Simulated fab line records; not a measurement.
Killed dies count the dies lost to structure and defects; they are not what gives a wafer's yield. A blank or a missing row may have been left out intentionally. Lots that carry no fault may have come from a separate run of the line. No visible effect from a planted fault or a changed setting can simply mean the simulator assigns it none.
The same fault as seen by 3 desks + flow n5 finfet + only its own numbers are on each desk; what lay behind them is given at the end

== TOOL OWNER'S DESK, litho track-03 ==
The tool's own readings at N5_HKMG_FIN_COAT_85 (time 60 s, resist thk 300 nm): means of the sampled wafers that have a number, for each lot that ran on this tool. Any lot whose mean is over 4 standard deviations away from the usual mean is out of limits and marked OUT; that distance is given in the brackets.
Columns: A = dispense pressure kPa at N5_HKMG_FIN_COAT_85, usual 49 kPa; B = spin speed rpm at N5_HKMG_FIN_COAT_85, usual 1499.9 rpm
| lot  | first seen here | A  | B                |
|------|-----------------|----|------------------|
| L981 | day 4 05:47     | 47 | 1500.4           |
| L995 | day 7 15:07     | 47 | 1539.3 (+42) OUT |
| L996 | day 8 00:30     | 47 | 1539.8 (+42) OUT |
Finding of this desk: L995, L996 out of limits; the first was L995 at day 7 15:07, on spin speed rpm at N5_HKMG_FIN_COAT_85. In limits: L981.

== THE METROLOGY DESK ==
What the gauges read, lot by lot, whatever tool the lot ran on: means of the sampled wafers that have a number. Any lot whose mean is over 4 standard deviations away from the usual mean is out of limits and marked OUT; that distance is given in the brackets. Of its 11 readings 7 are shown: those that lie furthest out on some lot.
Columns: A = NWFM_OVL at N5_HKMG_FIN_OVL_MEAS_13, usual -0.1 nm; B = DIBL_P at N5_BEOL_M4_RC_MEAS_101, usual 36.5 mV/V; C = IOFF_N at N5_BEOL_M4_RC_MEAS_101, usual 0.158 nA/um; D = IOFF_P at N5_BEOL_M4_RC_MEAS_101, usual 0.21 nA/um; E = ION_P at N5_BEOL_M4_RC_MEAS_101, usual 464 uA/um; F = VT_N at N5_BEOL_M4_RC_MEAS_101, usual 250.4 mV; G = VT_P at N5_BEOL_M4_RC_MEAS_101, usual -250 mV
| lot  | first seen here | A    | B    | C     | D    | E   | F     | G    |
|------|-----------------|------|------|-------|------|-----|-------|------|
| L981 | day 4 04:14     | 0.5  | 37.2 | 0.156 | 0.22 | 464 | 250.8 | -250 |
| L986 | day 5 08:52     | -0.7 | 38.0 | 0.177 | 0.23 | 465 | 247.8 | -251 |
| L995 | day 7 13:42     | 0.4  | 40.0 | 0.209 | 0.30 | 477 | 245.7 | -245 |
| L996 | day 7 23:11     | -1.6 | 35.3 | 0.137 | 0.18 | 458 | 250.8 | -252 |
| L998 | day 8 10:19     | 0.1  | 36.0 | 0.141 | 0.19 | 460 | 251.6 | -253 |
| L999 | day 9 04:53     | 0.3  | 37.2 | 0.158 | 0.24 | 472 | 249.8 | -247 |
Finding of this desk: none of the 6 lots has anything out of limits.

== THE DEFECT DESK ==
For each lot, the counts of the inspections along the route, averaged over the sampled wafers that have a number. Any lot whose mean is over 4 standard deviations away from the usual mean is out of limits and marked OUT; that distance is given in the brackets.
Columns: A = raw defect count at N5_HKMG_FIN_INSPECT_14, usual 1.8
| lot  | first seen here | A   |
|------|-----------------|-----|
| L981 | day 4 04:16     | 3.0 |
| L986 | day 5 08:54     | 1.3 |
| L995 | day 7 13:44     | 2.0 |
| L996 | day 7 23:13     | 1.3 |
| L998 | day 8 10:21     | 1.3 |
| L999 | day 9 04:55     | 2.0 |
Finding of this desk: none of the 6 lots has anything out of limits.

== TAKEN TOGETHER ==
On L995, L996, at day 7 15:07, an alarm was possible from the tool owner's desk.
From the metrology desk's view, nothing was out of limits.
No out-of-limits result turned up at the defect desk.
The metrology desk has L995, L996 on record, within its limits.
The defect desk has L995, L996 on record, within its limits.
Of the lots named, all ran N5_HKMG_FIN_COAT_85 on litho track-03.

== WHAT THE SIMULATOR HAD INSERTED ==
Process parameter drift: litho track-03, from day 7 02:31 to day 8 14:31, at N5_HKMG_FIN_COAT_85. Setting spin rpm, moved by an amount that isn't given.
Shown lots that were struck: L995, L996.
Delay in hours, fault start to first out-of-limits reading, by desk: the tool owner's desk at 13.
